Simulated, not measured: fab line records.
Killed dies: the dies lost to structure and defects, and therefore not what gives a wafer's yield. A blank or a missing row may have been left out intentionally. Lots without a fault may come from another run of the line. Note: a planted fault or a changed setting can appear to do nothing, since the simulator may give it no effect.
Matching of chambers / flow nandHarc / NHARC_A_STAIRCASE_DEP_322 on pecvd-02: 3 sister chambers
The step deposits SiO2, target thk 7200 nm. 18 wafers are shown with their chamber, then 9 later ones without.

== WAFERS, EACH WITH ITS CHAMBER ==
wafer=L077.1; chamber=1; heaterPowerW (W)=612
wafer=L077.3; chamber=0; heaterPowerW (W)=694
wafer=L077.5; chamber=0; heaterPowerW (W)=651
wafer=L079.1; chamber=0; heaterPowerW (W)=737
wafer=L079.4; chamber=1; heaterPowerW (W)=598
wafer=L079.5; chamber=2; heaterPowerW (W)=678
wafer=L084.1; chamber=2; heaterPowerW (W)=839
wafer=L084.3; chamber=0; heaterPowerW (W)=752
wafer=L084.6; chamber=0; heaterPowerW (W)=643
wafer=L085.1; chamber=0; heaterPowerW (W)=735
wafer=L085.2; chamber=2; heaterPowerW (W)=790
wafer=L085.5; chamber=1; heaterPowerW (W)=603
wafer=L088.2; chamber=1; heaterPowerW (W)=758
wafer=L088.4; chamber=2; heaterPowerW (W)=679
wafer=L088.5; chamber=0; heaterPowerW (W)=633
wafer=L089.2; chamber=0; heaterPowerW (W)=807
wafer=L089.3; chamber=2; heaterPowerW (W)=819
wafer=L089.4; chamber=0; heaterPowerW (W)=647

SIGNATURES (averages over the wafers above)
reading=heaterPowerW; chamber 0=699.89; chamber 1=642.75; chamber 2=761.00; scatter within a chamber=69
Rule: a wafer lies at a distance from a chamber equal to the root of the sum of squares, over the readings, of (its reading less the chamber's mean, divided by the reading's scatter). The wafer belongs to the nearest chamber; if the next one is less than 2 further off, it can't be placed. The scatter: the root of (the sum of the squares of (reading less its chamber's mean) over the shown wafers, divided by (wafers less chambers)).

== WAFERS MISSING THEIR CHAMBER ==
wafer=L091.2; heaterPowerW (W)=734
wafer=L091.4; heaterPowerW (W)=601
wafer=L091.5; heaterPowerW (W)=680
wafer=L094.1; heaterPowerW (W)=703
wafer=L094.2; heaterPowerW (W)=729
wafer=L094.4; heaterPowerW (W)=698
wafer=L097.1; heaterPowerW (W)=808
wafer=L097.4; heaterPowerW (W)=683
wafer=L097.5; heaterPowerW (W)=649

== CHAMBER TAKEN BY EACH ==
wafer=L091.2; from the rows above=can't be placed: 2 or 0 or 1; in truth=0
wafer=L091.4; from the rows above=can't be placed: 1 or 0 or 2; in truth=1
wafer=L091.5; from the rows above=can't be placed: 0 or 1 or 2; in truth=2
wafer=L094.1; from the rows above=can't be placed: 0 or 2 or 1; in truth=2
wafer=L094.2; from the rows above=can't be placed: 0 or 2 or 1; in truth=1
wafer=L094.4; from the rows above=can't be placed: 0 or 1 or 2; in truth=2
wafer=L097.1; from the rows above=can't be placed: 2 or 0 or 1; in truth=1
wafer=L097.4; from the rows above=can't be placed: 0 or 1 or 2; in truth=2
wafer=L097.5; from the rows above=can't be placed: 1 or 0 or 2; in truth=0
Correct placement for 0 of the 9. From these rows, 9 cannot be placed; in 9 the true chamber is one of the candidates. Wrongly placed: 0.
